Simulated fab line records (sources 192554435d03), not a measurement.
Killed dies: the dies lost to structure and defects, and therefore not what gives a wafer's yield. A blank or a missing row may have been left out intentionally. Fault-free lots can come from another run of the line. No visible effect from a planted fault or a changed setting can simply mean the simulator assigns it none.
Matching of chambers ; flow n5_finfet ; N5_FIN_SAQP_ETCH_64 on rie_si-06: 4 sister chambers
The step etches SiO2 in CF4, target depth 1.5 nm. 4 wafers are shown with their chamber, then 11 later ones without.

## WAFERS WITH THEIR CHAMBER
wafer;chamber;drypump_motor_current_A (A)
L086.3;1;4.9
L086.5;0;5.5
L086.6;3;5.2
L087.3;2;4.8

## WAFERS WITHOUT THEIR CHAMBER
wafer;drypump_motor_current_A (A)
L087.4;5.3
L087.5;4.9
L088.1;4.8
L088.4;5.5
L088.5;4.9
L092.1;5.5
L092.2;4.9
L092.5;5.3
L094.1;4.8
L094.2;4.9
L094.4;5.3

## WHICH CHAMBER EACH WENT THROUGH
wafer;from the rows above;in truth
L087.4;can't be placed: 3 or 0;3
L087.5;can't be placed: 1 or 2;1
L088.1;can't be placed: 2 or 1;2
L088.4;0;0
L088.5;can't be placed: 1 or 2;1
L092.1;0;0
L092.2;can't be placed: 1 or 2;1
L092.5;can't be placed: 3 or 0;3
L094.1;can't be placed: 2 or 1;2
L094.2;can't be placed: 1 or 2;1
L094.4;can't be placed: 3 or 0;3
Placed correctly: 2 of 11. Cannot be placed on the basis of these rows: 9; the candidates contain the true chamber in 9. Wrongly placed: 0.
How it was worked out, from the rows above alone: a wafer's distance from a chamber is the root of the sum, over the readings, of the square of ((its reading less the chamber's mean) divided by the reading's scatter). If the next closest chamber is less than 2 further off than the closest, the wafer can't be placed; otherwise it belongs to the closest. A chamber's mean is the mean of its shown wafers. The scatter: with one shown wafer a chamber, the root of the mean of the squares of how far each hidden wafer lies from its nearest shown one.
